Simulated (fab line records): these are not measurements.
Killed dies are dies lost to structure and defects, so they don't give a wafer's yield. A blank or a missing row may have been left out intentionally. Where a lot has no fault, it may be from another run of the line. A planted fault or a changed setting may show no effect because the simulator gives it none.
Matching of chambers | flow nand harc | NHARC_A_M0_ETCH_34 on rie diel-10: 4 sister chambers
The step etches the open film in N2/H2, target depth 40 nm, overetch 12 nm, time 43.94 s. 24 wafers are shown with their chamber, then 12 later ones without.

== WAFERS, EACH WITH ITS CHAMBER ==
wafer  | chamber | drypump motor current A (A) | rf vpp V (V) | oes product au (a.u.)
L076.1 | 0       | 5.88                        | 431.9        | 1.014
L076.5 | 1       | 5.38                        | 426.8        | 1.017
L076.6 | 2       | 5.54                        | 428.9        | 0.993
L078.2 | 2       | 5.52                        | 428.8        | 1.000
L078.4 | 3       | 5.93                        | 433.0        | 0.997
L078.5 | 2       | 5.53                        | 429.6        | 0.996
L084.2 | 1       | 5.40                        | 427.3        | 1.014
L084.3 | 2       | 5.55                        | 429.3        | 1.001
L084.4 | 3       | 5.96                        | 431.1        | 1.003
L085.1 | 0       | 5.86                        | 431.1        | 1.007
L085.4 | 3       | 5.90                        | 432.6        | 1.004
L085.5 | 2       | 5.54                        | 430.0        | 0.987
L086.1 | 3       | 5.91                        | 432.8        | 0.997
L086.2 | 2       | 5.53                        | 428.2        | 1.002
L086.5 | 1       | 5.39                        | 426.3        | 1.007
L087.1 | 3       | 5.89                        | 431.3        | 1.014
L087.2 | 0       | 5.87                        | 431.8        | 1.007
L087.3 | 1       | 5.38                        | 427.6        | 1.014
L090.1 | 2       | 5.54                        | 430.2        | 1.002
L090.3 | 0       | 5.87                        | 431.6        | 1.013
L090.4 | 1       | 5.42                        | 425.5        | 1.014
L088.1 | 2       | 5.52                        | 431.5        | 1.004
L088.3 | 0       | 5.88                        | 430.4        | 1.008
L088.4 | 3       | 5.91                        | 433.2        | 1.006

SIGNATURES (averages over the wafers above)
reading                 | chamber 0 | chamber 1 | chamber 2 | chamber 3 | scatter within a chamber
drypump motor current A | 5.8720    | 5.3940    | 5.5337    | 5.9167    | 0.0163
rf vpp V                | 431.360   | 426.700   | 429.562   | 432.333   | 0.886
oes product au          | 1.00980   | 1.01320   | 0.99812   | 1.00350   | 0.00517
Rule: a wafer's distance from a chamber is the root of the sum, over the readings, of the square of ((its reading less the chamber's mean) divided by the reading's scatter). If the next closest chamber is less than 2 further off than the closest, the wafer can't be placed; otherwise it belongs to the closest. The scatter is the square root of a quotient: the sum, over the shown wafers, of each reading's squared deviation from its chamber's mean, divided by wafers minus chambers.

== WAFERS MISSING THEIR CHAMBER ==
wafer  | drypump motor current A (A) | rf vpp V (V) | oes product au (a.u.)
L089.1 | 5.93                        | 431.7        | 1.015
L089.2 | 5.85                        | 431.3        | 1.016
L089.3 | 5.54                        | 428.9        | 0.999
L092.1 | 5.51                        | 429.0        | 1.008
L092.2 | 5.39                        | 426.5        | 1.017
L092.4 | 5.87                        | 432.6        | 1.020
L094.1 | 5.55                        | 428.6        | 0.996
L094.4 | 5.89                        | 431.9        | 1.016
L094.5 | 5.87                        | 432.1        | 1.025
L095.1 | 5.41                        | 426.3        | 1.013
L095.3 | 5.89                        | 430.9        | 1.011
L095.4 | 5.91                        | 433.0        | 1.017

== THE CHAMBER EACH PASSED THROUGH ==
wafer  | from the rows above     | in truth
L089.1 | can't be placed: 3 or 0 | 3
L089.2 | 0                       | 0
L089.3 | 2                       | 2
L092.1 | 2                       | 2
L092.2 | 1                       | 1
L092.4 | can't be placed: 0 or 3 | 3
L094.1 | 2                       | 2
L094.4 | can't be placed: 0 or 3 | 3
L094.5 | can't be placed: 0 or 3 | 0
L095.1 | 1                       | 1
L095.3 | can't be placed: 0 or 3 | 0
L095.4 | can't be placed: 3 or 0 | 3
6 of 12 placed correctly. These rows do not allow placing 6 (true chamber among the candidates in 6). Wrongly placed: 0.
